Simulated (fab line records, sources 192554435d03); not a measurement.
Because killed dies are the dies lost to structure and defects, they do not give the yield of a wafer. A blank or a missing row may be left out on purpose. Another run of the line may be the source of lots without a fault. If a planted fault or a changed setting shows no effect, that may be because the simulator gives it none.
Matching of chambers    flow n5-finfet    pecvd-01 running N5_BEOL_M5_DEP_56: 3 sister chambers
The step deposits SiCN from 3MS/NH3, target thk 8 nm, time 14 s. 3 wafers are shown with their chamber, then 7 later ones without.

## EACH WAFER AND ITS CHAMBER
wafer   chamber  throttle-valve-pct (%)
L087.1  0        8.6
L087.6  2        8.3
L090.5  1        9.4

## WAFERS WITH NO CHAMBER GIVEN
wafer   throttle-valve-pct (%)
L090.6  8.5
L089.3  8.6
L089.4  9.6
L089.5  8.2
L095.4  9.5
L095.5  8.5
L095.6  8.5

## EACH ONE'S CHAMBER
wafer    from the rows above       in truth
L090.6   can't be placed: 0 or 2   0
L089.3   0                         0
L089.4   1                         1
L089.5   2                         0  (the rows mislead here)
L095.4   1                         1
L095.5   can't be placed: 0 or 2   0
L095.6   can't be placed: 0 or 2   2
3 of 7 placed correctly. Cannot be placed on the basis of these rows: 3; the candidates contain the true chamber in 3. Number placed wrongly: 1.
How it was worked out, from the rows above alone: a wafer's distance from a chamber is the root of the sum, over the readings, of the square of ((its reading less the chamber's mean) divided by the reading's scatter). If the next closest chamber is less than 2 further off than the closest, the wafer can't be placed; otherwise it belongs to the closest. For every chamber, the mean is computed from those of its wafers that are shown. The scatter: with one shown wafer a chamber, the root of the mean of the squares of how far each hidden wafer lies from its nearest shown one.
